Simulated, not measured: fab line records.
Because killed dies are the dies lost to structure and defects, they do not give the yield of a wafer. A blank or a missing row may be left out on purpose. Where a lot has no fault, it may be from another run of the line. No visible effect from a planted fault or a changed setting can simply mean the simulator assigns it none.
fab line records | flow nandHarc
[record] lots = 24 wafers = 72 lastDay = 24
route steps=1159 shown A_CHANNEL_HOLE_D1@463 A_CHANNEL_FILL_D1@508 A_STAIRCASE@550
lots that met no fault: from a run of the same line without faults
startH: hours from the record's opening day to when the first of the lot's shown wafers began | waitH: how many hours have passed since the lot's step before this one | " unchanged from the row above | L1.1+2: one row covering several wafers at once | - no value present, or no start provided | * or withheld: withheld | < > ~ a bound
route shown NAME@n: NAME is a module with steps in the file, n the number in the route of the first one | usual: average and standard deviation across the fault-free wafers | same: alike in all rows | chamber/n: place in a boat | sites: each site's reading | _std_site: how widely they spread, as a standard deviation | _edge_site: the outer-site mean with the inner-site mean subtracted | radiusMm: how far each site lies from the wafer's centre | mask NAME#n: copy n | behind: the last tool/chamber to shape the wafer | hold: the reason the lot was held/the length of the hold in hours/how it ended | device: names the non-switching transistor (n, p or np) | end of line: tests run on the same wafers once the route is complete | a step with no rows: only its recipe | killed: at the first sort, the dies lost to defects and structure; wafer yield is something else | map: a wafer's dies, x killed, . not, _ none there
set.NAME: the run value of the setting; set.NAME@STEP: its run value at that earlier step | model.NAME: the simulator's own value behind a step, which no gauge read
a sample of lots followed through the steps of the route, with each step as a table and each wafer as a row
services: when a tool's chamber went out of use (startH, in hours from the record's first day, below 0 if earlier), for how many hours, and the reason
[[steps]]
[step NHARC_A_CHANNEL_HOLE_D1_OVL_MEAS_11]
[usual] overlayXNm = 0.1/0.72 overlayYNm = -0.2/0.8
// columns lot.wafer tool chamber startH waitH overlayXNm overlayYNm
L074.2 overlay-01 - 171.75 - 0.1 0.3
L074.5 " - " " 0.0 -0.5
L074.6 " - " " -0.5 0.4
L075.1 overlay-02 - 183.94 - 0.8 0.7
L075.5 " - " " 0.6 1.6
L075.6 " - " " 0.6 1.2
L076.2 overlay-01 - 188.26 - -0.4 0.6
L076.4 " - " " -0.7 0.7
L076.6 " - " " -0.8 0.8
L077.2 overlay-02 - 188.82 - 0.0 1.8
L077.3 " - " " -0.6 1.1
L077.5 " - " " -0.5 1.0
L078.1 overlay-02 - 189.45 - 0.1 -1.4
L078.5 " - " " -0.3 -0.8
L078.6 " - " " -0.5 -0.7
L079.1 overlay-02 - 213.95 - 1.2 -1.6
L079.2 " - " " 1.0 -1.1
L079.4 " - " " 0.6 -1.4
L080.1 overlay-02 - 214.10 - -0.5 -0.2
L080.2 " - " " -0.3 -0.2
L080.5 " - " " -0.4 -0.6
L082.1 overlay-01 - 221.83 - 2.6 0.0
L082.4 " - " " 2.0 0.0
L082.6 " - " " 2.2 0.0
L081.1 overlay-01 - 222.39 - 0.1 -1.0
L081.4 " - " " 0.3 -0.9
L081.6 " - " " -0.5 -0.6
L083.1 overlay-02 - 222.56 - 1.1 -0.4
L083.2 " - " " 0.7 -0.8
L083.5 " - " " 0.5 -0.8
L084.2 overlay-01 - 232.91 - 0.6 -1.5
L084.3 " - " " -0.2 -1.5
L084.5 " - " " 0.7 -1.6
L087.3 overlay-01 - 247.61 - 0.2 0.7
L087.5 " - " " 0.0 0.6
L087.6 " - " " 0.3 1.3
L086.1 overlay-01 - 247.82 - 0.2 -0.4
L086.3 " - " " 0.0 -1.0
L086.6 " - " " 0.3 -0.6
L085.1 overlay-02 - 248.08 - 1.0 0.1
L085.5 " - " " 0.8 0.1
L085.6 " - " " 0.9 0.0
L088.1 overlay-01 - 263.18 - 1.0 -0.6
L088.2 " - " " 0.5 -0.5
L088.4 " - " " 0.9 0.0
L089.1 overlay-02 - 263.48 - -0.5 -0.8
L089.2 " - " " -0.5 -1.1
L089.5 " - " " -0.7 -0.2
L090.1 overlay-02 - 270.47 - -0.5 0.5
L090.3 " - " " 0.0 -0.1
L090.6 " - " " 0.3 0.8
L091.1 overlay-01 - 279.47 - 0.3 0.2
L091.5 " - " " 0.2 0.1
L091.6 " - " " -0.1 -0.2
L092.1 overlay-02 - 279.63 - -1.1 0.0
L092.2 " - " " -1.1 0.4
L092.4 " - " " -0.8 -0.1
L093.1 overlay-02 - 282.97 - 0.2 -1.7
L093.3 " - " " 0.2 -0.8
L093.4 " - " " 0.0 -1.5
L094.1 overlay-01 - 283.14 - -0.3 -0.2
L094.3 " - " " 0.0 -0.6
L094.4 " - " " 0.1 -0.5
L095.1 overlay-02 - 294.06 - -0.6 0.2
L095.2 " - " " -1.0 -0.8
L095.3 " - " " -0.4 -0.7
L096.2 overlay-01 - 294.68 - -0.3 -0.3
L096.4 " - " " -0.7 -1.1
L096.6 " - " " -0.3 -0.6
L097.1 overlay-02 - 314.69 - 0.7 -0.4
L097.3 " - " " -0.1 -0.1
L097.5 " - " " -0.1 -0.7
[step NHARC_A_CHANNEL_FILL_D1_ETCHBACK_08]
[recipe] targetDepthA = 2200 timeS = 110 c4f8FlowSccm = 20 arFlowSccm = withheld rfW = 600 biasW = 300 chemistry = C4F8
[usual] oesProductAu = 0.95/0.037 rfVppV = 440.3/2.7
// columns lot.wafer tool chamber startH waitH oesProductAu rfHoursCounterH rfVppV
L074.2 rieDiel-01 2 - - 0.93 2 437.2
L074.6 " 3 " " 0.93 - 439.7
L074.5 " 0 " " 0.93 - 441.5
L075.1 rieDiel-03 0 - - 1.00 0 440.1
L075.6 " 2 " " 1.00 - 445.8
L075.5 " 3 " " 1.00 - 439.5
L077.3 rieDiel-12 0 - - 0.93 5 435.2
L077.2 " 1 " " 0.93 4 439.5
L077.5 " 0 " " 0.92 - 436.1
L076.2 rieDiel-03 0 - - 1.00 1 438.8
L076.4 " 1 " " 1.02 1 441.5
L076.6 " 1 " " 1.02 - 442.6
L078.1 rieDiel-01 2 - - 1.00 2 436.9
L078.6 " 0 " " 1.01 - 440.1
L078.5 " 1 " " 1.00 - 439.9
L079.1 rieDiel-03 1 - - 1.01 1 441.3
L079.2 " 2 " " 1.00 1 446.8
L079.4 " 0 " " 0.99 1 440.3
L080.1 rieDiel-01 1 - - 0.92 3 440.4
L080.2 " 3 " " 0.91 3 438.4
L080.5 " 2 " " 0.93 - 435.1
L082.1 rieDiel-01 2 - - 0.92 2 436.2
L082.4 " 0 " " 0.92 3 440.7
L082.6 " 2 " " 0.92 - 434.9
L081.1 rieDiel-03 2 - - 1.00 2 446.0
L081.4 " 3 " " 0.99 2 441.7
L081.6 " 0 " " 0.99 - 440.9
L083.1 rieDiel-03 3 - - 0.93 2 441.5
L083.2 " 0 " " 0.93 2 440.2
L083.5 " 2 " " 0.93 - 445.5
L084.3 rieDiel-12 1 - - 0.93 12 439.7
L084.2 " 3 " " 0.91 12 442.7
L084.5 " 2 " " 0.92 - 446.2
L087.3 rieDiel-01 1 - - 0.92 4 439.1
L087.6 " 3 " " 0.93 - 438.2
L087.5 " 0 " " 0.93 - 440.1
L085.1 rieDiel-01 3 - - 0.92 3 438.6
L085.5 " 0 " " 0.92 - 439.6
L085.6 " 1 " " 0.92 - 440.3
L086.1 rieDiel-03 1 - - 0.99 3 440.1
L086.3 " 2 " " 0.99 3 444.5
L086.6 " 0 " " 0.96 - 440.5
L089.2 rieDiel-03 1 - - 0.94 3 440.5
L089.1 " 0 " " 0.91 3 439.9
L089.5 " 2 " " 0.92 - 444.8
L088.4 rieDiel-01 1 - - 0.91 4 440.0
L088.2 " 3 " " 0.93 4 439.1
L088.1 " 0 " " 0.94 4 441.8
L090.1 rieDiel-03 1 - - 0.93 3 438.9
L090.3 " 2 " " 0.94 3 445.7
L090.6 " 1 " " 0.94 - 439.1
L092.4 rieDiel-03 0 - - 0.92 4 440.4
L092.2 " 1 " " 0.94 4 440.8
L092.1 " 3 " " 0.93 4 439.6
L094.3 rieDiel-01 1 - - 1.01 0 438.6
L094.4 " 2 " " 0.99 0 436.5
L094.1 " 3 " " 1.00 0 440.4
L093.4 rieDiel-03 3 - - 0.93 4 440.3
L093.1 " 0 " " 0.91 4 440.1
L093.3 " 1 " " 0.94 4 440.7
L091.1 rieDiel-01 3 - - 1.00 0 439.1
L091.6 " 0 " " 1.00 - 440.6
L091.5 " 1 " " 1.02 - 438.8
L096.2 rieDiel-01 2 - - 0.91 1 435.5
L096.6 " 2 " " 0.91 - 436.0
L096.4 " 0 " " 0.93 - 442.4
L095.3 rieDiel-12 2 - - 0.92 21 445.7
L095.1 " 0 " " 0.92 22 436.1
L095.2 " 1 " " 0.92 22 439.2
L097.1 rieDiel-01 3 - - 1.00 1 440.4
L097.3 " 1 " " 0.93 1 441.7
L097.5 " 3 " " 1.00 - 439.2
[step NHARC_A_CHANNEL_FILL_D1_RTA_24]
[recipe] tempC = 1000 timeS = 5
[usual] lampPowerPct = 26.5/2.8 wafer_temp_C_max = 1003.1/0.83
// columns lot.wafer tool chamber startH waitH lampPowerPct wafer_temp_C_max
L074.2 rtpAnneal-01 0 232.29 0.1 28.9 1002.4
L074.5 " 0 " " 28.9 1002.6
L074.6 " 0 " " 28.9 1002.9
L075.1 rtpAnneal-01 0 239.20 0.0 29.0 1001.5
L075.5 " 0 " " 28.9 1001.0
L075.6 " 0 " " 28.9 1002.3
L077.2 rtpAnneal-02 0 244.74 0.1 23.1 1002.9
L077.3 " 0 " " 23.1 1003.4
L077.5 " 0 " " 23.2 1004.0
L076.2 rtpAnneal-01 0 244.88 0.1 28.9 1003.1
L076.4 " 0 " " 28.9 1002.1
L076.6 " 0 " " 28.9 1001.9
L078.1 rtpAnneal-02 0 247.63 0.4 23.2 1002.9
L078.5 " 0 " " 23.1 1003.6
L078.6 " 0 " " 23.2 1002.7
L079.1 rtpAnneal-01 0 272.60 0.0 28.9 1003.6
L079.2 " 0 " " 28.9 1002.1
L079.4 " 0 " " 28.9 1002.2
L080.1 rtpAnneal-02 0 272.60 0.0 23.2 1002.8
L080.2 " 0 " " 23.2 1003.1
L080.5 " 0 " " 23.1 1002.6
L081.1 rtpAnneal-01 0 278.87 0.0 28.9 1002.1
L081.4 " 0 " " 28.9 1002.0
L081.6 " 0 " " 28.9 1002.0
L082.1 rtpAnneal-02 0 278.87 0.0 23.2 1004.8
L082.4 " 0 " " 23.1 1004.9
L082.6 " 0 " " 23.1 1003.9
L083.1 rtpAnneal-01 0 284.31 0.0 28.9 1004.0
L083.2 " 0 " " 29.0 1002.1
L083.5 " 0 " " 28.9 1002.6
L084.2 rtpAnneal-02 0 288.34 0.2 23.2 1003.4
L084.3 " 0 " " 23.1 1004.1
L084.5 " 0 " " 23.2 1004.5
L087.3 rtpAnneal-01 0 305.81 0.4 28.9 1003.4
L087.5 " 0 " " 28.9 1003.1
L087.6 " 0 " " 28.9 1003.3
L086.1 rtpAnneal-01 0 310.14 0.3 28.9 1002.9
L086.3 " 0 " " 28.9 1002.7
L086.6 " 0 " " 28.9 1003.5
L085.1 rtpAnneal-01 0 310.31 0.5 28.9 1003.0
L085.5 " 0 " " 28.9 1002.8
L085.6 " 0 " " 28.9 1002.7
L089.1 rtpAnneal-02 0 318.65 0.0 23.2 1004.8
L089.2 " 0 " " 23.2 1003.7
L089.5 " 0 " " 23.2 1004.0
L088.1 rtpAnneal-01 0 318.65 0.0 28.9 1001.9
L088.2 " 0 " " 28.9 1003.1
L088.4 " 0 " " 29.0 1002.4
L090.1 rtpAnneal-01 0 325.83 0.1 28.9 1003.5
L090.3 " 0 " " 28.9 1004.0
L090.6 " 0 " " 28.9 1002.5
L092.1 rtpAnneal-02 0 339.00 0.0 23.2 1004.3
L092.2 " 0 " " 23.1 1004.0
L092.4 " 0 " " 23.1 1003.4
L094.1 rtpAnneal-01 0 339.00 0.0 28.9 1002.2
L094.3 " 0 " " 29.0 1001.8
L094.4 " 0 " " 28.9 1002.3
L093.1 rtpAnneal-02 0 342.79 0.0 23.2 1004.8
L093.3 " 0 " " 23.2 1003.3
L093.4 " 0 " " 23.1 1004.9
L091.1 rtpAnneal-01 0 342.79 0.0 28.9 1002.7
L091.5 " 0 " " 28.9 1002.7
L091.6 " 0 " " 28.9 1003.2
L095.1 rtpAnneal-02 0 352.60 0.0 23.1 1003.1
L095.2 " 0 " " 23.1 1003.6
L095.3 " 0 " " 23.2 1004.4
L096.2 rtpAnneal-02 0 352.80 0.2 23.1 1003.3
L096.4 " 0 " " 23.1 1004.6
L096.6 " 0 " " 23.1 1003.3
L097.1 rtpAnneal-01 0 375.12 0.0 28.9 1002.4
L097.3 " 0 " " 29.0 1003.3
L097.5 " 0 " " 28.9 1003.6
[step NHARC_A_STAIRCASE_TRIM_14]
[recipe] timeS = 211.2 o2FlowSccm = 500 arFlowSccm = 0 biasW = 0 chemistry = O2
[usual] drypumpMotorCurrentA = 6.0/0.46 oesProductAu = 1.001/0.0096 rfVppV = 57.5/0.84 showerheadPlenumPTorr = 3.44/0.095 throttleValvePct = 17.037/0.0094
// columns lot.wafer tool chamber startH waitH drypumpMotorCurrentA oesProductAu rfHoursCounterH rfVppV showerheadPlenumPTorr throttleValvePct
L074.2 rieDiel-13 2 - - 5.9 1.036 46 58.3 3.37 17.032
L074.6 " 2 " " 5.8 1.023 - 58.7 3.37 17.045
L074.5 " 3 " " 6.2 1.014 - 59.0 3.48 17.017
L075.1 rieDiel-13 0 - - 5.7 0.997 48 56.9 3.54 17.042
L075.6 " 0 " " 5.7 0.995 - 59.1 3.54 17.019
L075.5 " 1 " " 6.7 1.005 - 57.1 3.49 17.039
L077.3 rieDiel-09 0 - - 5.7 1.006 55 58.2 3.56 17.033
L077.2 " 1 " " 6.2 1.003 52 58.5 3.40 17.041
L077.5 " 1 " " 6.2 1.004 - 58.2 3.40 17.028
L076.2 rieDiel-13 0 - - 5.7 1.009 49 57.2 3.54 17.041
L076.4 " 1 " " 6.7 1.011 45 58.7 3.49 17.044
L076.6 " 0 " " 5.7 1.003 - 57.1 3.54 17.041
L078.1 rieDiel-09 3 - - 6.6 1.022 65 57.8 3.34 17.054
L078.5 " 1 " " 6.2 0.999 - 58.6 3.40 17.030
L078.6 " 2 " " 6.5 1.004 - 56.0 3.36 17.035
L079.4 rieDiel-09 1 - - 6.2 1.009 3 57.1 3.40 17.031
L079.1 " 2 " " 6.5 0.997 3 57.0 3.35 17.044
L079.2 " 3 " " 6.6 1.016 3 57.6 3.34 17.043
L080.1 rieDiel-10 0 - - 5.7 1.004 24 58.3 3.40 17.050
L080.2 " 2 " " 5.0 0.993 34 57.8 3.41 17.039
L080.5 " 3 " " 5.8 1.003 - 57.3 3.50 17.044
L081.4 rieDiel-09 2 - - 6.5 0.998 5 55.5 3.35 17.038
L081.1 " 3 " " 6.6 1.013 6 56.9 3.34 17.016
L081.6 " 0 " " 5.7 0.982 - 58.7 3.56 17.043
L082.4 rieDiel-09 1 - - 6.2 0.995 6 56.5 3.40 17.033
L082.1 " 3 " " 6.6 0.998 6 57.1 3.34 17.041
L082.6 " 1 " " 6.2 1.005 - 58.1 3.40 17.041
L083.1 rieDiel-13 0 - - 5.7 1.008 2 58.4 3.53 17.020
L083.2 " 1 " " 6.7 1.016 1 57.6 3.48 17.047
L083.5 " 3 " " 6.2 1.007 - 57.7 3.47 17.051
L084.2 rieDiel-09 1 - - 6.2 1.006 9 55.6 3.40 17.039
L084.3 " 2 " " 6.5 0.987 8 57.0 3.35 17.023
L084.5 " 2 " " 6.5 0.998 - 56.5 3.35 17.036
L087.3 rieDiel-09 3 - - 6.6 1.010 16 59.0 3.33 17.045
L087.5 " 2 " " 6.5 0.991 - 55.9 3.35 17.017
L087.6 " 3 " " 6.6 1.008 - 57.7 3.33 17.037
L086.1 rieDiel-13 1 - - 6.6 1.008 9 58.3 3.48 17.023
L086.3 " 0 " " 5.7 1.000 10 59.9 3.53 17.023
L086.6 " 1 " " 6.6 0.996 - 58.7 3.48 17.017
L085.1 rieDiel-10 3 - - 5.9 0.998 51 57.2 3.49 17.033
L085.6 " 1 " " 5.4 0.990 - 59.3 3.69 17.036
L085.5 " 2 " " 5.0 0.977 - 57.8 3.40 17.043
L089.1 rieDiel-10 1 - - 5.4 1.002 53 57.3 3.68 17.018
L089.2 " 2 " " 5.0 0.990 55 58.4 3.40 17.031
L089.5 " 1 " " 5.4 0.988 - 57.9 3.68 17.039
L088.4 rieDiel-09 2 - - 6.5 1.000 22 56.9 3.34 17.042
L088.2 " 3 " " 6.6 1.014 23 57.7 3.33 17.043
L088.1 " 0 " " 5.7 0.990 22 58.0 3.55 17.039
L090.1 rieDiel-09 0 - - 5.7 0.981 25 58.9 3.55 17.036
L090.3 " 3 " " 6.6 0.997 26 56.1 3.33 17.033
L090.6 " 0 " " 5.6 0.985 - 57.0 3.55 17.039
L092.4 rieDiel-10 2 - - 5.1 1.003 60 57.7 3.39 17.032
L092.2 " 3 " " 5.8 1.002 61 57.8 3.48 17.045
L092.1 " 1 " " 5.4 1.007 58 58.0 3.68 17.044
L094.3 rieDiel-13 1 - - 6.6 1.003 19 58.6 3.47 17.039
L094.4 " 2 " " 5.9 1.003 20 56.9 3.35 17.037
L094.1 " 0 " " 5.7 0.990 20 57.6 3.52 17.031
L093.4 rieDiel-10 3 - - 5.8 1.009 63 58.4 3.48 17.031
L093.1 " 0 " " 5.7 0.994 52 56.6 3.39 17.022
L093.3 " 1 " " 5.4 0.998 60 58.3 3.68 17.040
L091.1 rieDiel-10 0 - - 5.8 0.995 53 56.7 3.39 17.045
L091.5 " 3 " " 5.8 1.011 - 59.4 3.48 17.055
L091.6 " 0 " " 5.7 0.992 - 57.6 3.39 17.042
L095.2 rieDiel-09 3 - - 6.6 0.999 37 57.3 3.32 17.040
L095.3 " 0 " " 5.6 0.991 35 58.0 3.54 17.042
L095.1 " 1 " " 6.2 1.006 34 57.2 3.38 17.026
L096.4 rieDiel-13 3 - - 6.2 1.001 28 56.8 3.46 17.042
L096.2 " 1 " " 6.6 0.998 26 58.8 3.47 17.041
L096.6 " 3 " " 6.2 0.997 - 58.2 3.46 17.050
L097.3 rieDiel-09 3 - - 6.6 1.019 46 58.0 3.32 17.024
L097.1 " 2 " " 6.5 0.996 46 56.9 3.33 17.045
L097.5 " 3 " " 6.6 1.018 - 57.6 3.32 17.029
[step NHARC_A_STAIRCASE_TRIM_18]
[recipe] timeS = 211.2 o2FlowSccm = 500 arFlowSccm = 0 biasW = 0 chemistry = O2
[usual] drypumpMotorCurrentA = 6.0/0.47 oesProductAu = 1.000/0.0089 rfVppV = 57.7/0.75 showerheadPlenumPTorr = 3.45/0.098 throttleValvePct = 17.036/0.0086
// columns lot.wafer tool chamber startH waitH drypumpMotorCurrentA oesProductAu rfHoursCounterH rfVppV showerheadPlenumPTorr throttleValvePct
L074.2 rieDiel-13 2 - - 5.9 1.018 46 58.4 3.37 17.033
L074.6 " 3 " " 6.2 1.007 - 57.5 3.48 17.041
L074.5 " 0 " " 5.7 1.018 - 57.4 3.54 17.038
L075.1 rieDiel-13 3 - - 6.2 1.000 50 58.5 3.48 17.048
L075.5 " 3 " " 6.2 1.017 - 57.6 3.48 17.018
L075.6 " 0 " " 5.7 1.006 - 58.7 3.54 17.042
L077.2 rieDiel-09 0 - - 5.7 0.996 55 59.8 3.56 17.037
L077.3 " 1 " " 6.2 0.998 52 57.7 3.40 17.028
L077.5 " 3 " " 6.6 1.013 - 57.5 3.34 17.055
L076.4 rieDiel-13 0 - - 5.7 1.008 49 57.3 3.54 17.031
L076.2 " 2 " " 5.8 1.021 52 57.0 3.37 17.032
L076.6 " 0 " " 5.7 1.010 - 58.5 3.54 17.049
L078.1 rieDiel-09 2 - - 6.5 1.002 66 58.5 3.36 17.045
L078.6 " 0 " " 5.7 1.009 - 57.8 3.56 17.026
L078.5 " 1 " " 6.2 1.003 - 58.1 3.40 17.057
L079.4 rieDiel-09 1 - - 6.2 1.000 3 59.2 3.40 17.039
L079.1 " 3 " " 6.6 1.008 3 58.8 3.34 17.037
L079.2 " 0 " " 5.6 0.991 3 57.4 3.56 17.038
L080.1 rieDiel-10 2 - - 5.1 0.992 34 58.7 3.41 17.021
L080.2 " 0 " " 5.7 1.004 24 56.6 3.40 17.028
L080.5 " 1 " " 5.4 1.002 - 58.1 3.69 17.037
L081.4 rieDiel-09 1 - - 6.2 1.000 6 57.9 3.40 17.041
L081.1 " 2 " " 6.5 0.983 6 58.9 3.35 17.038
L081.6 " 3 " " 6.6 0.999 - 57.6 3.34 17.046
L082.1 rieDiel-09 1 - - 6.2 1.005 7 57.0 3.40 17.040
L082.4 " 2 " " 6.5 0.994 6 57.1 3.35 17.022
L082.6 " 1 " " 6.2 1.001 - 56.9 3.40 17.033
L083.1 rieDiel-13 0 - - 5.7 1.012 2 58.1 3.53 17.031
L083.2 " 1 " " 6.6 0.998 1 58.1 3.48 17.046
L083.5 " 0 " " 5.7 1.003 - 57.8 3.53 17.031
L084.3 rieDiel-09 0 - - 5.6 0.997 10 58.3 3.56 17.041
L084.2 " 3 " " 6.6 0.999 10 57.8 3.34 17.041
L084.5 " 0 " " 5.7 0.986 - 58.5 3.56 17.043
L087.3 rieDiel-09 1 - - 6.2 1.005 16 56.4 3.39 17.033
L087.6 " 1 " " 6.2 1.010 - 56.9 3.39 17.040
L087.5 " 2 " " 6.5 0.994 - 57.2 3.35 17.045
L086.3 rieDiel-13 0 - - 5.8 1.014 11 56.5 3.53 17.034
L086.1 " 3 " " 6.2 0.998 12 56.9 3.46 17.042
L086.6 " 0 " " 5.7 1.005 - 57.4 3.53 17.036
L085.1 rieDiel-10 3 - - 5.8 1.003 53 57.4 3.49 17.040
L085.5 " 2 " " 5.1 0.983 - 56.5 3.40 17.019
L085.6 " 3 " " 5.8 0.992 - 57.5 3.49 17.025
L089.1 rieDiel-10 2 - - 5.0 0.989 55 58.2 3.40 17.020
L089.2 " 3 " " 5.8 0.997 56 57.0 3.49 17.026
L089.5 " 1 " " 5.4 0.991 - 58.2 3.68 17.037
L088.4 rieDiel-09 2 - - 6.5 1.007 22 57.1 3.34 17.034
L088.1 " 3 " " 6.6 1.004 23 56.7 3.33 17.038
L088.2 " 0 " " 5.7 0.998 22 58.0 3.55 17.041
L090.1 rieDiel-09 0 - - 5.7 0.988 25 58.1 3.55 17.030
L090.3 " 1 " " 6.2 0.991 24 59.0 3.39 17.036
L090.6 " 3 " " 6.6 0.990 - 59.0 3.33 17.052
L092.1 rieDiel-10 1 - - 5.4 1.010 58 59.4 3.68 17.018
L092.4 " 3 " " 5.9 1.008 62 58.1 3.48 17.030
L092.2 " 0 " " 5.8 0.998 50 58.6 3.39 17.040
L094.4 rieDiel-13 0 - - 5.8 1.003 20 59.4 3.52 17.037
L094.3 " 1 " " 6.7 1.005 19 57.1 3.48 17.043
L094.1 " 2 " " 5.9 1.000 20 56.6 3.35 17.026
L093.1 rieDiel-10 2 - - 5.1 0.989 63 57.1 3.39 17.034
L093.4 " 3 " " 5.8 1.000 64 57.2 3.48 17.039
L093.3 " 0 " " 5.7 0.993 52 58.4 3.39 17.023
L091.1 rieDiel-10 3 - - 5.8 1.000 65 57.8 3.48 17.031
L091.5 " 1 " " 5.4 1.003 - 57.6 3.68 17.022
L091.6 " 2 " " 5.1 0.993 - 57.5 3.39 17.040
L095.3 rieDiel-09 1 - - 6.2 1.007 34 57.8 3.38 17.050
L095.2 " 2 " " 6.5 0.986 36 56.9 3.34 17.039
L095.1 " 3 " " 6.6 1.000 38 57.7 3.32 17.034
L096.4 rieDiel-13 2 - - 5.9 1.009 29 57.7 3.35 17.043
L096.2 " 3 " " 6.2 1.001 28 57.6 3.46 17.041
L096.6 " 1 " " 6.6 0.997 - 57.3 3.47 17.046
L097.1 rieDiel-09 3 - - 6.6 1.004 46 57.2 3.32 17.035
L097.3 " 2 " " 6.5 0.981 46 57.0 3.33 17.033
L097.5 " 3 " " 6.6 0.989 - 58.6 3.32 17.018
[step NHARC_A_STAIRCASE_ETCH_21]
[recipe] targetDepthA = 1000 timeS = 40.5 ionEnergyEv = 400 c4f8FlowSccm = 20 o2FlowSccm = 10 arFlowSccm = withheld rfW = 600 biasW = 1000 chemistry = C4F8/O2
[usual] oesProductAu = 0.947/0.016 rfVppV = 893/3.8
// columns lot.wafer tool chamber startH waitH oesProductAu rfHoursCounterH rfVppV
L074.2 rieDiel-13 2 - - 0.960 47 891
L074.6 " 1 " " 0.967 - 894
L074.5 " 2 " " 0.956 - 891
L075.1 rieDiel-10 3 - - 0.956 23 895
L075.6 " 1 " " 0.945 - 903
L075.5 " 2 " " 0.950 - 891
L076.4 rieDiel-13 1 - - 0.948 45 894
L076.2 " 2 " " 0.954 52 890
L076.6 " 0 " " 0.947 - 897
L077.3 rieDiel-10 1 - - 0.940 25 903
L077.2 " 2 " " 0.934 26 892
L077.5 " 0 " " 1.010 - 892
L078.1 rieDiel-13 1 - - 0.933 47 894
L078.5 " 1 " " 0.933 - 894
L078.6 " 2 " " 0.939 - 889
L079.4 rieDiel-09 1 - - 0.955 3 892
L079.2 " 2 " " 0.945 3 890
L079.1 " 3 " " 0.947 3 888
L080.2 rieDiel-10 0 - - 0.942 24 891
L080.1 " 1 " " 0.940 32 902
L080.5 " 3 " " 0.953 - 896
L081.4 rieDiel-10 3 - - 0.931 40 895
L081.1 " 1 " " 0.910 38 903
L081.6 " 0 " " 0.937 - 890
L082.1 rieDiel-09 1 - - 0.936 7 891
L082.4 " 3 " " 0.952 7 891
L082.6 " 0 " " 0.935 - 898
L083.1 rieDiel-13 2 - - 0.954 2 890
L083.2 " 0 " " 0.939 2 895
L083.5 " 1 " " 0.957 - 893
L084.2 rieDiel-13 1 - - 0.946 3 895
L084.3 " 3 " " 0.949 4 894
L084.5 " 0 " " 0.948 - 896
L087.3 rieDiel-09 2 - - 0.930 16 889
L087.5 " 3 " " 0.968 - 887
L087.6 " 0 " " 0.939 - 897
L086.1 rieDiel-09 3 - - 0.979 20 889
L086.3 " 2 " " 0.955 19 889
L086.6 " 0 " " 0.977 - 897
L085.1 rieDiel-09 0 - - 0.929 20 898
L085.5 " 0 " " 0.935 - 897
L085.6 " 1 " " 0.951 - 892
L089.1 rieDiel-10 3 - - 0.964 56 894
L089.2 " 1 " " 0.940 53 901
L089.5 " 3 " " 0.954 - 894
L088.4 rieDiel-09 3 - - 0.946 23 888
L088.1 " 0 " " 0.939 23 898
L088.2 " 1 " " 0.948 22 892
L090.1 rieDiel-13 1 - - 0.958 15 894
L090.3 " 0 " " 0.991 15 895
L090.6 " 2 " " 0.960 - 890
L092.2 rieDiel-09 3 - - 0.963 30 890
L092.1 " 1 " " 0.981 28 889
L092.4 " 2 " " 0.979 30 890
L094.4 rieDiel-10 2 - - 0.925 61 892
L094.1 " 3 " " 0.921 62 894
L094.3 " 0 " " 0.918 51 890
L093.1 rieDiel-10 3 - - 0.945 64 893
L093.3 " 0 " " 0.965 53 889
L093.4 " 1 " " 0.968 60 901
L091.1 rieDiel-13 0 - - 0.949 23 896
L091.5 " 0 " " 0.942 - 895
L091.6 " 2 " " 0.940 - 890
L095.3 rieDiel-13 3 - - 0.953 28 895
L095.2 " 0 " " 0.955 28 896
L095.1 " 1 " " 0.970 27 895
L096.2 rieDiel-09 3 - - 0.948 40 889
L096.4 " 1 " " 0.951 36 890
L096.6 " 3 " " 0.950 - 888
L097.1 rieDiel-09 3 - - 0.942 47 887
L097.3 " 0 " " 0.924 43 897
L097.5 " 2 " " 0.932 - 889
[[services]]
// columns tool chamber startH hours kind
rieDiel-12 - 202.40 9.0 pm
rieDiel-03 - 215.30 9.0 pm
rieDiel-12 2 222.07 8.8 repair
rieDiel-09 1 223.01 2.1 repair
rieDiel-12 1 225.80 1.7 repair
rieDiel-10 0 236.55 13.4 repair
rieDiel-12 - 246.86 0.2 repair
rieDiel-09 - 254.16 9.0 pm
rieDiel-01 - 263.08 0.4 repair
rieDiel-13 3 272.41 8.6 repair
rieDiel-13 - 276.04 9.0 pm
rtpAnneal-02 - 300.00 12.0 pm
rieDiel-13 2 305.68 4.4 repair
rieDiel-01 - 314.85 9.0 pm
rieDiel-01 1 340.03 4.8 repair
rieDiel-12 0 341.87 4.2 repair
rieDiel-01 3 342.50 14.2 repair
rieDiel-03 2 345.50 6.2 repair
rieDiel-10 - 354.16 9.0 pm
rieDiel-12 2 354.91 22.2 repair
rieDiel-03 0 363.77 2.8 repair
rieDiel-03 2 366.50 6.4 repair
rieDiel-13 - 375.21 2.7 repair
rieDiel-12 - 379.40 9.0 pm
[[key]]
fault none
